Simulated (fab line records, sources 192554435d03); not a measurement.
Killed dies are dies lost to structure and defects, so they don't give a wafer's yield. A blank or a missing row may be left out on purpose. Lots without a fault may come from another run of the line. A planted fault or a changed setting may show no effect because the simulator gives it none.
Split-lot experiment | flow n5_finfet | 7 lots, 21 wafers read, on a route of 1938 steps

THE SPLIT
At N5_WELL_APT_EXPOSE_05 (exposes mask NWELL, defocus 0 nm, target cd 200 nm), the setting dose_mj was moved away from the recipe's 20.3 on 6 of the 21 wafers read, by -6.6% to +5.7%. The other wafers ran this setting at the recipe's value.

FROM THE SPLIT TO THE READING: what the file shows between them, 3 steps
- N5_WELL_APT_PEB_06: peb time 90 s
- N5_WELL_APT_DEVELOP_07: develop time 45 s
- N5_WELL_APT_HARDBAKE_12: time 120 s

THE READING
cd_nm, in nm, at N5_WELL_APT_CD_MEAS_08 (target cd 200 nm). Fault-free wafers of this fab line usually give 199.0 nm, standard deviation 2 nm.

wafer  | tool, chamber at the split | dose_mj as run | against the recipe | cd_nm, nm | against lot-mates on the recipe
L076.3 | krf_scanner-01, 0          | 20.3           | recipe             | 200.7     | -
L076.4 | krf_scanner-01, 0          | 20.76          | +2.3%              | 200.6     | -0.8
L076.6 | krf_scanner-01, 0          | 20.3           | recipe             | 202.0     | -
L077.1 | krf_scanner-01, 0          | 20.3           | recipe             | 199.6     | -
L077.2 | krf_scanner-01, 0          | 20.3           | recipe             | 198.5     | -
L077.6 | krf_scanner-01, 0          | 20.3           | recipe             | 200.2     | -
L079.2 | krf_scanner-01, 0          | 21.46          | +5.7%              | 206.6     | +7.6
L079.4 | krf_scanner-01, 0          | 20.3           | recipe             | 199.3     | -
L079.6 | krf_scanner-01, 0          | 20.3           | recipe             | 198.7     | -
L080.1 | krf_scanner-01, 0          | 18.96          | -6.6%              | 186.7     | -11.6
L080.4 | krf_scanner-01, 0          | 20.3           | recipe             | 199.4     | -
L080.5 | krf_scanner-01, 0          | 20.3           | recipe             | 197.2     | -
L081.2 | krf_scanner-01, 0          | 20.3           | recipe             | 198.7     | -
L081.3 | krf_scanner-01, 0          | 20.3           | recipe             | 197.2     | -
L081.6 | krf_scanner-01, 0          | 21.35          | +5.2%              | 203.1     | +5.2
L084.2 | krf_scanner-02, 0          | 21.4           | +5.4%              | 206.3     | +6.5
L084.4 | krf_scanner-02, 0          | 20.3           | recipe             | 199.8     | -
L084.6 | krf_scanner-02, 0          | 21.4           | +5.4%              | 205.8     | +6.0
L085.1 | krf_scanner-02, 0          | 20.3           | recipe             | 196.6     | -
L085.3 | krf_scanner-02, 0          | 20.3           | recipe             | 199.8     | -
L085.6 | krf_scanner-02, 0          | 20.3           | recipe             | 198.4     | -

THE FIT
A straight line over all 21 wafers: cd_nm changes by +1.39 nm for each +1% of dose_mj; r = +0.93; the points scatter about the line by 1.6 nm.
The same after taking each lot's own level away (the mean of its wafers on the recipe; 21 wafers): +1.33 nm for each +1%; r = +0.94; scatter 1.3 nm.
On that fit, the largest move of dose_mj shifts the reading by 8.7 nm.
The lots' own levels span 197.95 to 201.35 nm, that is 1.7 times the standard deviation above.
So the lot-to-lot level changes the slope little: the two slopes agree.
Check: with one of the wafers moved furthest among these (-6.6%) left out of the fit, the line predicts -7.58 nm for it against its lot-mates. It came out at -11.6 nm against them.

OTHER SPLITS ON THESE WAFERS
These wafers also went through other splits before the reading. Each is held against what the fit with the lots' levels taken away leaves over:
other split on the same wafers | wafers away from the commonest value | r with cd_nm (lot level and that fit taken away)
N5_WELL_APT_COAT_02 spin_rpm   | 3                                    | -0.02

THE WHOLE CHAIN: every reading that the file lists as answering this split, in the file's order
step                   | what it does             | reading                                                         | change (the file's fit)              | r (the file's)
N5_WELL_APT_CD_MEAS_08 | target cd 200 nm         | cd_nm                                                           | +1.3 nm for each +1% of the setting  | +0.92
N5_WELL_APT_DESCUM_13  | chemistry O2, time 7.9 s | WELL_APT.cd_nm (the simulator's own value, which no gauge read) | +1.34 nm for each +1% of the setting | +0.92

THE FILE'S OWN FIT
cd_nm changes by +1.3 nm for each +1% of dose_mj, r = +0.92.
